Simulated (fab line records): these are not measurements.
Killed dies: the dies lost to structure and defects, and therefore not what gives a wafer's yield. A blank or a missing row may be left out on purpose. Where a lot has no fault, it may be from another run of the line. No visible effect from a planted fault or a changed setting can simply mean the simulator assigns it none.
Problem report, 8D (eight disciplines) form, completed by code ; flow n5_finfet ; the parts of the form that need people (team, actions taken, sign-off) are left out

== 1. PROBLEM STATEMENT ==
N5_BEOL_M12_CMP_49, barrier_field_endpoint_s: mean 25.6 s over 1 wafer from 1 lot; wafers with no fault: 30.4 s, standard deviation 0.77. That is -6.2 standard deviations from the usual mean.
The step: polishes, stops on SiOC, t overpolish 20.6 s, target thk 320 nm.
Earliest sighting: wafer L997.3 on cmp-04 at day 12 20:28. The record holds 30 wafers of 10 lots with a number at this step. Rule for "out" (also "out of limits"): further than 4 standard deviations from the usual mean. Any other wafer with a number is counted as sound.

== 2. WHAT IT IS, WHAT IT ISN'T ==
question;is;is not
which readings at this step;barrier_field_endpoint_s;edge_zone_pressure_frac, motor_current_A, pad_life_wafers
which lots;L997;L100, L106, L110, L112, L113, L992, L993, L994, L996
which wafers of those lots;L997.3;L997.1, L997.5
read on which tools;cmp-04;cmp-02, cmp-03
when;from day 12 20:28;"up to then (11 sound wafers); but 18 sound wafers of L100, L106, L110, L112, L113, L996 came after"

== 3. THE SUSPECTS, EACH WITH WHAT RULES IT OUT ==
Counting: any tool at a process step up to the reading remains a suspect provided it ran every lot that is out. Sound lots after the first of them don't rule it out here, since some wafers of a struck lot are sound.
- rie_diel-01 at N5_BEOL_M12_DESCUM_15 (chemistry O2, time 7.9 s): kept. The lot that is out, L997, ran on it at day 12 15:01; the last sound lot it ran before that was L993, at day 12 05:11.
- pvd_sputter-01 at N5_BEOL_M12_SPUTTER_44 (material Ta, target thk 10 nm, time 16.13 s): kept. The lot that is out, L997, ran on it at day 12 19:47; the last sound lot it ran before that was L994, at day 12 02:45.
- pvd_sputter-01 at N5_BEOL_M12_SPUTTER_45 (material Cu, target thk 80 nm, time 13.33 s): kept. The lot that is out, L997, ran on it at day 12 19:52; the last sound lot it ran before that was L994, at day 12 02:50.
- cmp-04 at N5_BEOL_M12_CMP_49 (polishes, stops on SiOC, t overpolish 20.6 s, target thk 320 nm): kept. The lot that is out, L997, ran on it at day 12 20:28; the last sound lot it ran before that was L994, at day 12 03:25. Its own readings are out on those wafers: barrier_field_endpoint_s.
Left after counting: rie_diel-01 at N5_BEOL_M12_DESCUM_15, pvd_sputter-01 at N5_BEOL_M12_SPUTTER_44, pvd_sputter-01 at N5_BEOL_M12_SPUTTER_45, cmp-04 at N5_BEOL_M12_CMP_49.

== 4. THE CAUSE (what the simulator had put in) ==
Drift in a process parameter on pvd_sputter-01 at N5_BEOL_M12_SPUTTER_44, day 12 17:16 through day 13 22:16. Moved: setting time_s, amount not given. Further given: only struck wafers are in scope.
4 suspects survive the count, and this tool is in that group.

== 5. THE CHAIN OF EFFECTS, in route order ==
Each row: a reading whose mean over the struck wafers that have a number lies more than 3 standard deviations from the usual. Scope: only readings with a usual standard deviation given in the record; hours: median across lots of the time from each lot's start at the first step in this table that gives one to its start at this step; sigmas: change in usual standard deviations.
hours;step;reading;usual;on struck wafers;change;sigmas
0;N5_BEOL_M12_CMP_49;barrier_field_endpoint_s;30.4 s;25.6;-4.8;-6.2
Its process steps:
- N5_BEOL_M12_CMP_49: polishes, stops on SiOC, t overpolish 20.6 s, target thk 320 nm.
Later steps that measure or inspect, where all struck wafers having a row at the step show a number for every such reading and not one has moved that far: N5_BEOL_M13_THK_MEAS_01.

== 6. HOW IT WOULD HAVE BEEN CAUGHT EARLIER ==
In this record no reading fell out of limits until day 12 20:28, 3 hours after the fault had begun at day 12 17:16.
No tool reading at N5_BEOL_M12_SPUTTER_44 that has a usual standard deviation in the record was out on any struck wafer, so an alarm limit of 4 standard deviations on those readings would not have fired.
By day 12 20:28 the whole set of lots that are out, 1 in number, had already begun N5_BEOL_M12_SPUTTER_44 on pvd_sputter-01. Had the tool been put on hold then, not one of them would have been saved.
